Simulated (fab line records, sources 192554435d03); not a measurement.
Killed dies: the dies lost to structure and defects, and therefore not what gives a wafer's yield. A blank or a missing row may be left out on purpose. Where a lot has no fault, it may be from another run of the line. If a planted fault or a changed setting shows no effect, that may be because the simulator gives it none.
Which tool did it?	flow n5-finfet	Sampling: 24 lots, 72 wafers, 4 of 1938 route steps

WHAT THE GAUGES SHOWED, per wafer
N5_BEOL_M0_SAQP_CD_MEAS_29: target cd 14.4 nm. Usual: cd-nm at 15.05 nm, with a standard deviation of 0.25.
lot	measured	on	cd-nm (nm)	flag
L074	day 5 15:40	cd-sem-01	14.76 15.14 14.79	
L075	day 5 23:26	cd-sem-01	14.94 14.89 14.99	
L076	day 6 05:51	cd-sem-02	14.88 14.96 15.64	
L077	day 6 11:59	cd-sem-02	15.02 15.17 14.85	
L078	day 6 15:14	cd-sem-02	15.04 14.87 15.48	
L079	day 6 17:52	cd-sem-03	15.09 14.73 14.86	
L080	day 7 02:08	cd-sem-03	15.39 15.15 15.02	
L081	day 7 12:26	cd-sem-03	15.31 14.96 14.51	
L082	day 7 16:22	cd-sem-01	15.25 15.05 15.55	
L083	day 8 01:00	cd-sem-01	15.41 14.76 14.41	
L084	day 8 06:36	cd-sem-03	14.97 15.24 15.27	
L085	day 8 11:28	cd-sem-02	14.90 15.39 15.15	
L086	day 8 21:47	cd-sem-03	15.23 14.75 15.45	
L087	day 9 00:22	cd-sem-01	15.17 15.60 14.80	
L088	day 9 02:17	cd-sem-02	15.70 15.30 15.13	
L089	day 9 10:29	cd-sem-02	14.50 14.86 15.06	
L090	day 9 14:31	cd-sem-01	15.42 15.12 14.90	
L091	day 9 19:37	cd-sem-01	15.19 14.96 14.97	
L092	day 10 03:11	cd-sem-03	15.04 15.04 15.07	
L093	day 10 12:08	cd-sem-03	14.93 14.86 15.09	
L094	day 10 17:47	cd-sem-02	14.78 14.53 15.32	
L095	day 10 23:58	cd-sem-02	15.47 14.87 14.92	
L096	day 11 05:26	cd-sem-01	14.44 15.03 15.28	
L097	day 11 08:26	cd-sem-01	14.91 14.87 14.75	

N5_BEOL_M0_OCD_MEAS_108. Usual: trench-depth-nm at 32.8 nm, with a standard deviation of 0.91.
lot	measured	on	trench-depth-nm (nm)	flag
L074	day 5 20:08	ocd-01	33.9 30.8 31.9	
L075	day 6 03:56	ocd-02	34.7 31.3 31.8	
L076	day 6 10:02	ocd-01	33.3 34.0 33.3	
L077	day 6 14:57	ocd-01	31.1 34.2 32.5	
L078	day 6 18:13	ocd-02	33.4 33.5 33.6	
L079	day 6 23:22	ocd-02	34.3 33.5 32.1	
L080	day 7 08:28	ocd-02	32.7 32.2 31.7	
L081	day 7 16:10	ocd-01	33.1 33.1 32.9	
L082	day 7 20:53	ocd-02	34.0 31.9 31.2	
L083	day 8 06:46	ocd-01	31.4 33.9 32.4	
L084	day 8 09:28	ocd-02	33.4 32.2 32.1	
L085	day 8 15:34	ocd-02	32.2 33.7 31.3	
L086	day 9 02:22	ocd-01	33.1 33.4 33.1	
L087	day 9 05:46	ocd-02	33.2 32.2 31.0	
L088	day 9 05:21	ocd-01	32.8 32.4 33.0	
L089	day 9 14:59	ocd-02	33.4 30.7 30.7	
L090	day 9 18:11	ocd-02	31.9 33.8 33.9	
L091	day 9 23:32	ocd-01	32.9 33.4 32.4	
L092	day 10 06:41	ocd-02	33.5 32.4 33.6	
L093	day 10 17:01	ocd-01	34.0 33.5 32.5	
L094	day 10 20:43	ocd-01	33.6 33.3 32.6	
L095	day 11 03:02	ocd-01	33.5 31.9 32.7	
L096	day 11 18:55	ocd-02	32.7 33.3 32.2	
L097	day 11 19:15	ocd-01	33.6 32.8 33.1	

WHAT TOOL EACH LOT RAN ON (gives the tool, then ch and the chambers of the sampled wafers, and finally the start)
lot	N5_BEOL_M0_SAQP_ALD_48	N5_BEOL_M0_SAQP_STRIP_75
L074	ald-sin-02 ch 1,2,3, day 5 16:54	rie-diel-03 ch 0,1,2, day 5 17:32
L075	ald-sin-03 ch 0,1,3, day 6 00:17	rie-diel-01 ch 0,2, day 6 00:59
L076	ald-sin-01 ch 0,1,2, day 6 06:44	rie-diel-02 ch 1,2, day 6 07:22
L077	ald-sin-03 ch 0,1,3, day 6 12:43	rie-diel-02 ch 0,2,3, day 6 13:21
L078	ald-sin-03 ch 0,1,2, day 6 15:59	rie-diel-01 ch 0,1,3, day 6 16:37
L079	ald-sin-03 ch 0,1,2, day 6 18:54	rie-diel-01 ch 1,2,3, day 6 19:38
L080	ald-sin-01 ch 1,2,3, day 7 03:10	rie-diel-03 ch 1,2,3, day 7 03:47
L081	ald-sin-02 ch 0,1,2, day 7 13:21	rie-diel-03 ch 1,2,3, day 7 13:58
L082	ald-sin-02 ch 0,2, day 7 17:13	rie-diel-02 ch 0,1, day 7 17:55
L083	ald-sin-02 ch 0,1,3, day 8 02:06	rie-diel-02 ch 0,3, day 8 02:44
L084	ald-sin-02 ch 0,2,3, day 8 07:38	rie-diel-03 ch 0,1,2, day 8 08:16
L085	ald-sin-02 ch 0,2, day 8 12:56	rie-diel-03 ch 0,1, day 8 13:34
L086	ald-sin-01 ch 1,2, day 8 22:45	rie-diel-03 ch 0,1,3, day 8 23:23
L087	ald-sin-01 ch 1,2,3, day 9 01:05	rie-diel-03 ch 0,1,3, day 9 01:44
L088	ald-sin-02 ch 0,2,3, day 9 03:08	rie-diel-02 ch 0,1,2, day 9 03:45
L089	ald-sin-03 ch 0,1,3, day 9 11:43	rie-diel-01 ch 1,2,3, day 9 12:21
L090	ald-sin-01 ch 0,3, day 9 15:14	rie-diel-01 ch 1,2,3, day 9 15:52
L091	ald-sin-02 ch 0,1,3, day 9 20:53	rie-diel-02 ch 0,3, day 9 21:31
L092	ald-sin-01 ch 0,2,3, day 10 04:23	rie-diel-03 ch 0,2,3, day 10 05:01
L093	ald-sin-03 ch 0,1,3, day 10 13:38	rie-diel-02 ch 1,2,3, day 10 14:16
L094	ald-sin-02 ch 1,2,3, day 10 18:38	rie-diel-01 ch 1,3, day 10 19:16
L095	ald-sin-01 ch 2,3, day 11 00:41	rie-diel-02 ch 2,3, day 11 01:25
L096	ald-sin-03 ch 1,2,3, day 11 10:28	rie-diel-01 ch 1,2,3, day 11 11:07
L097	ald-sin-02 ch 0,1, day 11 10:35	rie-diel-01 ch 0,2,3, day 11 11:14
- N5_BEOL_M0_SAQP_ALD_48: deposits SiO2, target thk 20 nm, pulse time 1 s, co reactant pulse time 1 s.
- N5_BEOL_M0_SAQP_STRIP_75: strips in CF4.

WHAT THE TOOLS THEMSELVES READ (means of the sampled wafers that have a number; where no wafer has one, the mark that the record gives instead)
N5_BEOL_M0_SAQP_ALD_48. Usual: heater-power-w 76 W, standard deviation 10; precursor-pulse-height-rel 0.997, standard deviation 0.02.
lot	tool	heater-power-w (W)	precursor-pulse-height-rel	flag
L074	ald-sin-02	68	0.990	
L075	ald-sin-03	71	1.002	
L076	ald-sin-01	87	0.991	
L077	ald-sin-03	72	1.014	
L078	ald-sin-03	69	1.003	
L079	ald-sin-03	68	0.983	
L080	ald-sin-01	88	0.996	
L081	ald-sin-02	77	1.005	
L082	ald-sin-02	74	1.003	
L083	ald-sin-02	78	0.989	
L084	ald-sin-02	75	1.017	
L085	ald-sin-02	73	0.981	
L086	ald-sin-01	87	0.991	
L087	ald-sin-01	84	0.999	
L088	ald-sin-02	73	0.984	
L089	ald-sin-03	73	1.008	
L090	ald-sin-01	70	1.002	
L091	ald-sin-02	79	1.007	
L092	ald-sin-01	79	1.003	
L093	ald-sin-03	72	1.021	
L094	ald-sin-02	70	0.988	
L095	ald-sin-01	80	0.986	
L096	ald-sin-03	71	0.990	
L097	ald-sin-02	83	0.976	

N5_BEOL_M0_SAQP_STRIP_75. Usual: bias-power-w 74.96 W, standard deviation 0.23; drypump-motor-current-A 5.7 A, standard deviation 0.37; oes-product-au 0.174 a.u., standard deviation 0.015; rf-vpp-V 270.8 V, standard deviation 1.2; showerhead-plenum-p-Torr 1.78 Torr, standard deviation 0.048; throttle-valve-pct 13.69 %, standard deviation 0.25.
lot	tool	bias-power-w (W)	drypump-motor-current-A (A)	oes-product-au (a.u.)	rf-vpp-V (V)	showerhead-plenum-p-Torr (Torr)	throttle-valve-pct (%)	flag
L074	rie-diel-03	75.13	5.9	0.174	271.0	1.80	13.82	
L075	rie-diel-01	75.18	5.9	0.171	270.1	1.77	13.63	
L076	rie-diel-02	74.90	5.3	0.182	270.9	1.78	13.67	
L077	rie-diel-02	74.87	5.6	0.170	272.2	1.78	13.61	
L078	rie-diel-01	75.18	5.5	0.170	271.6	1.79	13.69	
L079	rie-diel-01	74.98	5.7	0.172	270.6	1.78	13.70	
L080	rie-diel-03	75.06	6.0	0.171	271.0	1.75	13.85	
L081	rie-diel-03	75.18	6.0	0.168	269.8	1.75	13.85	
L082	rie-diel-02	74.71	6.0	0.200	270.0	1.79	13.60	
L083	rie-diel-02	75.03	5.6	0.181	271.1	1.79	13.38	
L084	rie-diel-03	74.97	6.0	0.165	271.2	1.80	13.86	
L085	rie-diel-03	74.95	6.0	0.172	271.9	1.86	13.87	
L086	rie-diel-03	74.79	5.9	0.171	270.7	1.81	13.77	
L087	rie-diel-03	75.19	5.9	0.168	272.2	1.81	13.77	
L088	rie-diel-02	74.98	5.7	0.182	270.9	1.78	13.76	
L089	rie-diel-01	74.75	5.7	0.172	271.3	1.77	13.74	
L090	rie-diel-01	74.75	5.7	0.171	270.7	1.77	13.74	
L091	rie-diel-02	74.87	5.9	0.173	270.7	1.78	13.71	
L092	rie-diel-03	74.91	5.8	0.187	271.9	1.81	13.61	
L093	rie-diel-02	74.87	5.4	0.181	271.1	1.77	13.49	
L094	rie-diel-01	75.20	5.5	0.165	270.9	1.78	13.81	
L095	rie-diel-02	74.85	5.2	0.176	270.9	1.77	13.37	
L096	rie-diel-01	74.86	5.7	0.170	270.5	1.77	13.79	
L097	rie-diel-01	74.84	5.8	0.164	269.6	1.77	13.73	

THE ANSWER, worked out from the rows above alone
Rule: take the mean of a lot's wafers that have a number; if it is more than 3 standard deviations from the usual mean, the lot is off. A lot without any number at a reading at which 4 lots or more have one is off too. All remaining lots with rows at the step are treated as sound. Order of review: gauges by route order, followed by the tools' own readings, for which a lot's mean as printed above is used. At the first step where some lot is off, the reading lying furthest off is the one used; lots without a number count as furthest.
None of the lots is off at any reading shown; this tells nothing.

WHAT THE SIMULATOR PUT IN
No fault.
